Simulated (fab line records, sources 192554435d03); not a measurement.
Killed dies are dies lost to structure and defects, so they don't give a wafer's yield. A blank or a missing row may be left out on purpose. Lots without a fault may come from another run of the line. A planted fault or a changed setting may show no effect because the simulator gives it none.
Which tool did it? | flow n5_finfet | 23 lots, 69 wafers sampled, at 4 steps of a route of 1938

WHAT THE GAUGES READ, wafer by wafer
N5_BEOL_M4_CD_MEAS_11: target cd 16.79 nm.
lot  | measured     | on        | cd_nm (nm)
L074 | day 7 08:55  | cd_sem-01 | 16.82 16.52 16.70
L075 | day 7 14:43  | cd_sem-02 | 16.96 16.98 16.87
L077 | day 7 22:12  | cd_sem-03 | 16.64 16.69 17.03
L076 | day 8 02:29  | cd_sem-02 | 16.74 17.15 17.32
L078 | day 8 02:58  | cd_sem-03 | 17.17 16.78 17.28
L080 | day 8 11:46  | cd_sem-02 | 16.73 16.26 16.83
L079 | day 8 20:26  | cd_sem-03 | 16.53 17.00 17.06
L081 | day 9 07:29  | cd_sem-01 | 16.23 17.17 16.81
L082 | day 9 11:02  | cd_sem-01 | 16.69 16.44 16.71
L083 | day 9 19:44  | cd_sem-01 | 16.75 17.02 16.96
L085 | day 9 23:17  | cd_sem-01 | 16.92 16.87 16.65
L084 | day 10 01:01 | cd_sem-01 | 16.95 16.55 16.92
L086 | day 10 12:29 | cd_sem-02 | 17.06 17.10 17.03
L087 | day 10 16:36 | cd_sem-03 | 16.72 17.18 16.86
L089 | day 10 19:09 | cd_sem-01 | 16.97 17.02 16.89
L088 | day 10 19:19 | cd_sem-01 | 17.29 16.79 16.88
L090 | day 11 08:58 | cd_sem-02 | 16.64 16.78 17.42
L091 | day 11 15:17 | cd_sem-02 | 16.88 17.17 17.48
L092 | day 12 08:56 | cd_sem-02 | 16.84 16.63 16.65
L093 | day 12 06:37 | cd_sem-01 | 17.03 16.98 16.65
L094 | day 12 15:36 | cd_sem-01 | 16.83 16.66 16.97
L095 | day 12 20:50 | cd_sem-03 | 17.04 17.01 16.80
L096 | day 13 00:07 | cd_sem-03 | 17.17 17.05 17.12

WHICH TOOL RAN EACH LOT (tool, then ch and the chambers of the sampled wafers, then the start)
lot  | N5_BEOL_M3_ANNEAL_95         | N5_BEOL_M4_ILD_DEP_00           | N5_BEOL_M4_PECVD_72
L074 | pvd_sputter-02, day 7 06:43  | pecvd-04 ch 0,1, day 7 07:58    | pecvd-04 ch 0,1,2, day 7 08:05
L075 | pvd_sputter-01, day 7 10:49  | pecvd-04 ch 0,1, day 7 12:14    | pecvd-01 ch 0,2, day 7 12:20
L077 | pvd_sputter-03, day 7 20:23  | pecvd-02 ch 1,2, day 7 21:38    | pecvd-02 ch 0,2, day 7 21:45
L076 | pvd_sputter-02, day 7 20:58  | pecvd-02 ch 1,2, day 7 22:22    | pecvd-02 ch 0,1,2, day 7 22:29
L078 | pvd_sputter-01, day 7 23:37  | pecvd-02 ch 0,1,2, day 8 00:52  | pecvd-01 ch 0,1, day 8 00:58
L080 | pvd_sputter-01, day 8 08:25  | pecvd-02 ch 0,1,2, day 8 09:56  | pecvd-04 ch 0,1,2, day 8 10:02
L079 | pvd_sputter-01, day 8 16:52  | pecvd-02 ch 0,2, day 8 18:07    | pecvd-02 ch 0,2, day 8 18:54
L081 | pvd_sputter-03, day 9 05:23  | pecvd-01 ch 1,2, day 9 06:52    | pecvd-02 ch 0,1,2, day 9 06:58
L082 | pvd_sputter-03, day 9 08:56  | pecvd-02 ch 0,1, day 9 10:12    | pecvd-02 ch 1,2, day 9 10:18
L083 | pvd_sputter-02, day 9 17:50  | pecvd-04 ch 0,1, day 9 19:05    | pecvd-01 ch 0,2, day 9 19:11
L085 | pvd_sputter-03, day 9 21:23  | pecvd-02 ch 0,1,2, day 9 22:38  | pecvd-04 ch 0,2, day 9 22:45
L084 | pvd_sputter-02, day 9 21:38  | pecvd-01 ch 0,1, day 9 23:04    | pecvd-01 ch 0,1,2, day 9 23:10
L086 | pvd_sputter-03, day 10 06:44 | pecvd-02 ch 0,1, day 10 08:02   | pecvd-01 ch 0,1,2, day 10 08:09
L087 | pvd_sputter-03, day 10 14:14 | pecvd-02 ch 0,1,2, day 10 15:44 | pecvd-02 ch 1,2, day 10 15:50
L089 | pvd_sputter-03, day 10 16:52 | pecvd-01 ch 0,2, day 10 18:12   | pecvd-01 ch 0,1,2, day 10 18:19
L088 | pvd_sputter-02, day 10 17:07 | pecvd-02 ch 0,1,2, day 10 18:31 | pecvd-01 ch 0,1,2, day 10 18:37
L090 | pvd_sputter-02, day 11 06:39 | pecvd-02 ch 0,1,2, day 11 08:10 | pecvd-01 ch 1,2, day 11 08:16
L091 | pvd_sputter-01, day 11 12:10 | pecvd-01 ch 1,2, day 11 13:26   | pecvd-04 ch 0,1,2, day 11 13:34
L092 | pvd_sputter-03, day 12 04:42 | pecvd-01 ch 0,1, day 12 06:13   | pecvd-01 ch 0,1, day 12 06:32
L093 | pvd_sputter-02, day 12 04:46 | pecvd-01 ch 0,2, day 12 06:03   | pecvd-04 ch 1,2, day 12 06:09
L094 | pvd_sputter-03, day 12 11:56 | pecvd-01 ch 0,1,2, day 12 13:17 | pecvd-02 ch 0,1,2, day 12 13:23
L095 | pvd_sputter-01, day 12 17:53 | pecvd-04 ch 0,1,2, day 12 19:09 | pecvd-01 ch 0,1, day 12 19:15
L096 | pvd_sputter-03, day 12 20:06 | pecvd-02 ch 1,2, day 12 21:22   | pecvd-04 ch 0,1, day 12 21:28
- N5_BEOL_M3_ANNEAL_95: time 240 s.
- N5_BEOL_M4_ILD_DEP_00: deposits SiOC from DEMS/O2, target thk 79 nm, time 15.3 s.
- N5_BEOL_M4_PECVD_72: deposits SiO2 from TEOS/O2, target thk 16 nm, time 18 s.

WHAT THE TOOLS THEMSELVES READ (means of the sampled wafers that have a number; where no wafer has one, the mark that the record gives instead)
N5_BEOL_M3_ANNEAL_95.
lot  | tool           | heater_power_w (W) | susceptor_temp_C (C)
L074 | pvd_sputter-02 | 770                | 399.89
L075 | pvd_sputter-01 | 769                | 400.07
L077 | pvd_sputter-03 | 795                | 399.93
L076 | pvd_sputter-02 | 813                | 400.06
L078 | pvd_sputter-01 | 882                | 400.07
L080 | pvd_sputter-01 | 890                | 399.94
L079 | pvd_sputter-01 | 827                | 399.93
L081 | pvd_sputter-03 | 795                | 399.86
L082 | pvd_sputter-03 | 772                | 399.99
L083 | pvd_sputter-02 | 724                | 399.84
L085 | pvd_sputter-03 | 777                | 400.08
L084 | pvd_sputter-02 | 835                | 400.06
L086 | pvd_sputter-03 | 752                | 399.87
L087 | pvd_sputter-03 | 759                | 399.91
L089 | pvd_sputter-03 | 793                | 399.98
L088 | pvd_sputter-02 | 803                | 400.14
L090 | pvd_sputter-02 | 786                | 399.99
L091 | pvd_sputter-01 | 885                | 400.00
L092 | pvd_sputter-03 | 753                | 400.21
L093 | pvd_sputter-02 | 729                | 400.08
L094 | pvd_sputter-03 | 797                | 399.75
L095 | pvd_sputter-01 | 834                | 399.97
L096 | pvd_sputter-03 | 769                | 400.09

N5_BEOL_M4_ILD_DEP_00.
lot  | tool     | chamber_pressure_Torr (Torr) | heater_power_w (W) | showerhead_plenum_p_Torr (Torr) | susceptor_temp_C (C) | throttle_valve_pct (%)
L074 | pecvd-04 | 4.997                        | 471                | 5.680                           | 349.92               | 11.7
L075 | pecvd-04 | 4.994                        | 443                | 5.679                           | 350.05               | 11.7
L077 | pecvd-02 | 4.996                        | 523                | 5.699                           | 349.78               | 12.1
L076 | pecvd-02 | 5.003                        | 561                | 5.701                           | 349.87               | 12.3
L078 | pecvd-02 | 5.000                        | 548                | 5.687                           | 350.07               | 12.7
L080 | pecvd-02 | 5.010                        | 526                | 5.694                           | 349.87               | 12.6
L079 | pecvd-02 | 4.990                        | 553                | 5.693                           | 350.10               | 12.6
L081 | pecvd-01 | 5.006                        | 492                | 5.700                           | 349.88               | 11.8
L082 | pecvd-02 | 4.991                        | 506                | 5.696                           | 349.83               | 13.3
L083 | pecvd-04 | 5.010                        | 422                | 5.684                           | 349.91               | 11.6
L085 | pecvd-02 | 5.023                        | 496                | 5.695                           | 349.92               | 12.7
L084 | pecvd-01 | 4.990                        | 515                | 5.694                           | 349.94               | 11.2
L086 | pecvd-02 | 4.993                        | 555                | 5.687                           | 349.85               | 12.7
L087 | pecvd-02 | 4.985                        | 549                | 5.700                           | 350.23               | 12.9
L089 | pecvd-01 | 4.993                        | 501                | 5.686                           | 350.03               | 11.7
L088 | pecvd-02 | 4.996                        | 552                | 5.699                           | 350.15               | 12.8
L090 | pecvd-02 | 5.013                        | 507                | 5.693                           | 350.16               | 12.7
L091 | pecvd-01 | 4.996                        | 492                | 5.694                           | 349.90               | 11.7
L092 | pecvd-01 | 4.995                        | 504                | 5.690                           | 350.21               | 11.4
L093 | pecvd-01 | 4.993                        | 479                | 5.687                           | 350.12               | 11.8
L094 | pecvd-01 | 4.995                        | 534                | 5.692                           | 350.00               | 11.5
L095 | pecvd-04 | 5.007                        | 478                | 5.691                           | 350.02               | 11.6
L096 | pecvd-02 | 4.998                        | 547                | 5.686                           | 349.99               | 12.2

N5_BEOL_M4_PECVD_72.
lot  | tool     | chamber_pressure_Torr (Torr) | heater_power_w (W) | showerhead_plenum_p_Torr (Torr) | susceptor_temp_C (C) | throttle_valve_pct (%)
L074 | pecvd-04 | 5.502                        | 732                | 8.78                            | 400.01               | 21.7
L075 | pecvd-01 | 5.498                        | 806                | 8.76                            | 399.89               | 21.9
L077 | pecvd-02 | 5.483                        | 746                | 8.78                            | 400.23               | 24.7
L076 | pecvd-02 | 5.502                        | 762                | 8.79                            | 400.02               | 23.7
L078 | pecvd-01 | 5.504                        | 695                | 8.77                            | 399.95               | 21.5
L080 | pecvd-04 | 5.495                        | 699                | 8.78                            | 399.88               | 21.6
L079 | pecvd-02 | 5.498                        | 711                | 8.80                            | 399.96               | 24.9
L081 | pecvd-02 | 5.499                        | 804                | 8.78                            | 400.02               | 23.8
L082 | pecvd-02 | 5.503                        | 826                | 8.76                            | 400.00               | 22.8
L083 | pecvd-01 | 5.496                        | 776                | 8.76                            | 400.13               | 22.1
L085 | pecvd-04 | 5.495                        | 685                | 8.81                            | 399.88               | 21.0
L084 | pecvd-01 | 5.508                        | 779                | 8.76                            | 400.20               | 21.6
L086 | pecvd-01 | 5.503                        | 775                | 8.77                            | 400.39               | 21.6
L087 | pecvd-02 | 5.486                        | 795                | 8.79                            | 399.93               | 23.0
L089 | pecvd-01 | 5.492                        | 762                | 8.77                            | 399.99               | 21.7
L088 | pecvd-01 | 5.490                        | 692                | 8.77                            | 399.94               | 21.7
L090 | pecvd-01 | 5.500                        | 638                | 8.78                            | 399.67               | 21.5
L091 | pecvd-04 | 5.494                        | 731                | 8.77                            | 400.04               | 21.7
L092 | pecvd-01 | 5.487                        | 700                | 8.76                            | 400.11               | 21.5
L093 | pecvd-04 | 5.503                        | 607                | 8.75                            | 400.13               | 22.5
L094 | pecvd-02 | 5.508                        | 786                | 8.80                            | 400.31               | 23.9
L095 | pecvd-01 | 5.504                        | 746                | 8.78                            | 400.02               | 21.1
L096 | pecvd-04 | 5.501                        | 777                | 8.77                            | 399.97               | 21.6

THE ANSWER, worked out from the rows above alone
Rule: what is usual is taken from the lots themselves. Put in order of their means at a reading, lots are off if they are a third of the lots or fewer, leave a main group of 4 or more, and stand apart from it by a gap of 3 or more times the standard deviation of the main group's means; of several such gaps the widest counts. A main group whose means are all the same, to the digits that the tables above print for the reading, isn't used. A lot without any number at a reading at which 4 lots or more have one is off too. The other lots that the step has rows for count as sound. The gauges are gone through in route order, then the tools' own readings, and for those a lot's mean is taken as printed above. The first step at which some lot is off is used, and at that step the reading that is off furthest; a lot without a number counts as furthest.
No lot is off at any reading shown: from this, nothing can be told.

WHAT THE SIMULATOR HAD PUT IN
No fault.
